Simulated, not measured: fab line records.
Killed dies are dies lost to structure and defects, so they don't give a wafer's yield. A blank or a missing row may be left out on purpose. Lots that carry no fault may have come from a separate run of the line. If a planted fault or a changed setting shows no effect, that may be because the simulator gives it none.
Which tool was responsible? | flow n5_finfet | Sampling: 11 lots, 32 wafers, 4 of 1938 route steps

== WHAT THE GAUGES SHOWED, per wafer ==
N5_BEOL_M13_THK_MEAS_01.
lot  | measured     | on            | M13_ILD_THK (nm)
L757 | day 11 03:39 | film_metro-02 | 836 813 838
L759 | day 11 09:19 | film_metro-01 | 814 836 853
L761 | day 11 21:17 | film_metro-02 | 830 835 854
L758 | day 11 23:44 | film_metro-02 | 824 840 841
L763 | day 12 10:17 | film_metro-02 | 838 838 834
L766 | day 13 07:44 | film_metro-02 | 834 855 833
L770 | day 14 02:38 | film_metro-02 | 841 830 847
L768 | day 14 07:23 | film_metro-02 | 865 837 840
L772 | day 14 20:57 | film_metro-01 | 826 845 884
L777 | day 15 20:59 | film_metro-02 | 847 835 849
L778 | day 16 02:59 | film_metro-01 | 833 842

N5_BEOL_M13_CD_MEAS_10: target cd 190 nm.
lot  | measured     | on        | cd_nm (nm)
L757 | day 11 04:04 | cd_sem-02 | 193.9 191.6 192.4
L759 | day 11 09:37 | cd_sem-03 | 189.7 188.5 188.7
L761 | day 11 21:43 | cd_sem-02 | 191.9 190.0 193.1
L758 | day 12 00:10 | cd_sem-03 | 191.2 189.5 190.6
L763 | day 12 10:35 | cd_sem-02 | 191.6 191.9 192.8
L766 | day 13 08:10 | cd_sem-01 | 188.4 189.1 189.7
L770 | day 14 03:04 | cd_sem-02 | 189.7 191.5 189.3
L768 | day 14 07:42 | cd_sem-02 | 193.6 191.2 192.6
L772 | day 14 21:23 | cd_sem-03 | 189.4 189.9 190.4
L777 | day 15 21:25 | cd_sem-01 | 192.9 193.7 192.5
L778 | day 16 03:17 | cd_sem-02 | 188.9 189.8

== TOOL THAT RAN EACH LOT (tool first, then ch and the chambers of the sampled wafers, then the start) ==
lot  | N5_BEOL_M12_DEGAS_41         | N5_BEOL_M13_ILD_DEP_00
L757 | pvd_sputter-03, day 11 02:11 | pecvd-04 ch 0,1, day 11 03:30
L759 | pvd_sputter-01, day 11 07:45 | pecvd-04 ch 1,2, day 11 09:10
L761 | pvd_sputter-02, day 11 19:52 | pecvd-03 ch 1,2, day 11 21:08
L758 | pvd_sputter-03, day 11 21:43 | pecvd-04 ch 0,1,2, day 11 23:35
L763 | pvd_sputter-03, day 12 08:50 | pecvd-03 ch 0,1,2, day 12 10:08
L766 | pvd_sputter-01, day 13 06:19 | pecvd-04 ch 0,1, day 13 07:35
L770 | pvd_sputter-01, day 14 01:12 | pecvd-01 ch 0,1,2, day 14 02:29
L768 | pvd_sputter-01, day 14 05:56 | pecvd-03 ch 1,2, day 14 07:14
L772 | pvd_sputter-01, day 14 19:30 | pecvd-03 ch 0,1, day 14 20:47
L777 | pvd_sputter-01, day 15 19:34 | pecvd-01 ch 0,2, day 15 20:50
L778 | pvd_sputter-01, day 16 01:32 | pecvd-01 ch 1,2, day 16 02:50
- N5_BEOL_M12_DEGAS_41: time 60 s.
- N5_BEOL_M13_ILD_DEP_00: deposits SiOC from DEMS/O2, target thk 837.92 nm, time 166.4 s.

== WHAT THE TOOLS THEMSELVES READ (means of the sampled wafers that have a number; where no wafer has one, the mark that the record gives instead) ==
N5_BEOL_M12_DEGAS_41.
lot  | tool           | heater_power_w (W)
L757 | pvd_sputter-03 | 341
L759 | pvd_sputter-01 | 338
L761 | pvd_sputter-02 | 370
L758 | pvd_sputter-03 | 358
L763 | pvd_sputter-03 | 341
L766 | pvd_sputter-01 | 336
L770 | pvd_sputter-01 | 318
L768 | pvd_sputter-01 | 335
L772 | pvd_sputter-01 | 345
L777 | pvd_sputter-01 | 355
L778 | pvd_sputter-01 | 314

N5_BEOL_M13_ILD_DEP_00.
lot  | tool     | heater_power_w (W) | showerhead_plenum_p_Torr (Torr) | susceptor_temp_C (C) | throttle_valve_pct (%)
L757 | pecvd-04 | 498                | 5.714                           | 350.12               | 12.1
L759 | pecvd-04 | 531                | 5.692                           | 350.22               | 11.6
L761 | pecvd-03 | 460                | 5.700                           | 349.94               | 11.4
L758 | pecvd-04 | 478                | 5.697                           | 349.87               | 11.9
L763 | pecvd-03 | 514                | 5.691                           | 350.04               | 11.4
L766 | pecvd-04 | 492                | 5.705                           | 349.75               | 12.1
L770 | pecvd-01 | 493                | 5.669                           | 350.06               | 12.2
L768 | pecvd-03 | 501                | 5.693                           | 346.31               | 11.4
L772 | pecvd-03 | 476                | 5.691                           | 346.09               | 11.7
L777 | pecvd-01 | 539                | 5.680                           | 349.93               | 11.7
L778 | pecvd-01 | 412                | 5.673                           | 349.74               | 12.6

== THE ANSWER, worked out from the rows above alone ==
Rule: the lots themselves supply what counts as usual. Put in order of their means at a reading, lots are off if they are a third of the lots or fewer, leave a main group of 4 or more, and stand apart from it by a gap of 3 or more times the standard deviation of the main group's means; of several such gaps the widest counts. The tables above print the reading to a certain number of digits; a main group whose means all agree to those digits is not used. Also off: a lot with no number at a reading for which 4 or more lots have one. Any other lot the step has rows for is counted as sound. The gauges are gone through in route order, then the tools' own readings, and for those a lot's mean is taken as printed above. The first step at which some lot is off is used, and at that step the reading that is off furthest; a lot without a number counts as furthest.
Off: L768, L772, at N5_BEOL_M13_ILD_DEP_00 (susceptor_temp_C). Main group: mean 349.96 C, sd 0.15.
If a tool, at that step or one of the process steps before it, ran each lot that is off and ran no sound lot following the first of them, it fits. One fits: pecvd-03 at N5_BEOL_M13_ILD_DEP_00. Its last sound lot is L763 (day 12 10:08), its first lot that is off L768 (day 14 07:14): a fault that began between those two fits.
On the lots that are off, the tool's own readings at N5_BEOL_M13_ILD_DEP_00 differ by more than 5 times the standard deviation of the sound lots' means, which bears it out; susceptor_temp_C reads 346.20 C there versus 349.96 C on the sound lots.

== WHAT THE SIMULATOR PUT IN ==
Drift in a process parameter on pecvd-03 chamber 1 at N5_BEOL_M13_ILD_DEP_00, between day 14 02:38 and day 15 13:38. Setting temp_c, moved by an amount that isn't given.
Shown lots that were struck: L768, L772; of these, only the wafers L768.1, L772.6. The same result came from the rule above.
